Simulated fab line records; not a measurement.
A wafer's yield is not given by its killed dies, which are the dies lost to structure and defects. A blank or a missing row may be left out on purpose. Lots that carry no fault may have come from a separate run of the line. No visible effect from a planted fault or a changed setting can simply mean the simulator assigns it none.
The tool behind it: which one? + flow n5-finfet + 12 lots with 36 wafers sampled at 5 steps, on a route of 1938 steps

== WHAT THE GAUGES SHOWED, per wafer ==
N5_BEOL_M3_INSPECT_59: inspects for defects (darkfield).
| lot  | measured     | on                | raw-defect-count |
|------|--------------|-------------------|------------------|
| L075 | day 7 12:31  | defect-inspect-02 | 60 47 69         |
| L077 | day 8 00:46  | defect-inspect-02 | 54 84 117        |
| L079 | day 8 10:55  | defect-inspect-01 | 87 102 116       |
| L081 | day 9 03:09  | defect-inspect-02 | 62 45 89         |
| L083 | day 10 02:55 | defect-inspect-01 | 50 62 55         |
| L085 | day 10 18:13 | defect-inspect-01 | 105 70 66        |
| L087 | day 11 05:29 | defect-inspect-02 | 42 103 109       |
| L089 | day 11 14:25 | defect-inspect-01 | 62 87 60         |
| L092 | day 12 01:31 | defect-inspect-01 | 83 44 62         |
| L093 | day 12 13:28 | defect-inspect-02 | 53 78 67         |
| L095 | day 12 19:46 | defect-inspect-01 | 77 80 74         |
| L096 | day 13 22:02 | defect-inspect-02 | 87 50 92         |

== EACH LOT AND THE TOOL THAT RAN IT (in order: tool; ch and the chambers of the sampled wafers; start) ==
| lot  | N5_BEOL_M3_HM_DEP_02         | N5_BEOL_M3_ANNEAL_80         | N5_BEOL_M3_SPUTTER_90        | N5_BEOL_M3_CMP_52             |
|------|------------------------------|------------------------------|------------------------------|-------------------------------|
| L075 | pvd-sputter-01, day 7 03:17  | pvd-sputter-01, day 7 09:58  | pvd-sputter-01, day 7 10:46  | cmp-03 ch 0,2,3, day 7 12:00  |
| L077 | pvd-sputter-02, day 7 13:10  | pvd-sputter-03, day 7 22:00  | pvd-sputter-03, day 7 22:48  | cmp-01 ch 0,1,2, day 8 00:02  |
| L079 | pvd-sputter-01, day 8 01:40  | pvd-sputter-03, day 8 08:16  | pvd-sputter-03, day 8 09:04  | cmp-01 ch 0,1,2, day 8 10:22  |
| L081 | pvd-sputter-01, day 8 19:55  | pvd-sputter-02, day 9 00:33  | pvd-sputter-02, day 9 01:21  | cmp-03 ch 1,2,3, day 9 02:33  |
| L083 | pvd-sputter-02, day 9 07:13  | pvd-sputter-02, day 9 23:14  | pvd-sputter-02, day 10 01:05 | cmp-02 ch 2,3, day 10 02:22   |
| L085 | pvd-sputter-02, day 10 07:11 | pvd-sputter-03, day 10 15:38 | pvd-sputter-03, day 10 16:26 | cmp-03 ch 0,1, day 10 17:35   |
| L087 | pvd-sputter-02, day 10 14:07 | pvd-sputter-02, day 11 02:58 | pvd-sputter-02, day 11 03:46 | cmp-03 ch 0,1,2, day 11 04:59 |
| L089 | pvd-sputter-03, day 11 04:52 | pvd-sputter-02, day 11 11:53 | pvd-sputter-02, day 11 12:41 | cmp-03 ch 0,1,3, day 11 13:54 |
| L092 | pvd-sputter-03, day 11 15:12 | pvd-sputter-01, day 11 22:56 | pvd-sputter-01, day 11 23:44 | cmp-01 ch 0,1, day 12 00:54   |
| L093 | pvd-sputter-02, day 11 21:23 | pvd-sputter-03, day 12 10:55 | pvd-sputter-03, day 12 11:43 | cmp-03 ch 0,1, day 12 12:55   |
| L095 | pvd-sputter-02, day 12 07:20 | pvd-sputter-02, day 12 17:14 | pvd-sputter-02, day 12 18:02 | cmp-01 ch 0,2,3, day 12 19:16 |
| L096 | pvd-sputter-03, day 13 02:54 | pvd-sputter-03, day 13 19:29 | pvd-sputter-03, day 13 20:17 | cmp-03 ch 0,2,3, day 13 21:34 |
- N5_BEOL_M3_HM_DEP_02: deposits TiN, target thk 20 nm.
- N5_BEOL_M3_ANNEAL_80: time 240 s.
- N5_BEOL_M3_SPUTTER_90: material Cu, target thk 4.5 nm, time 8.29 s.
- N5_BEOL_M3_CMP_52: polishes, stops on SiOC, t overpolish 6.8 s, target thk 40 nm.

== THE ANSWER, worked out from the rows above alone ==
Rule: the lots themselves supply what counts as usual. The widest of any qualifying gaps counts: lots, ordered by their means at a reading, are off when they make up no more than a third of the lots, leave a main group of 4 or more, and stand apart from it by 3 or more times the standard deviation of that group's means. The tables above print the reading to a certain number of digits; a main group whose means all agree to those digits is not used. Also off: a lot with no number at a reading for which 4 or more lots have one. The other lots that the step has rows for count as sound.
None of the lots is off at any reading shown; this tells nothing.

== WHAT THE SIMULATOR HAD INSERTED ==
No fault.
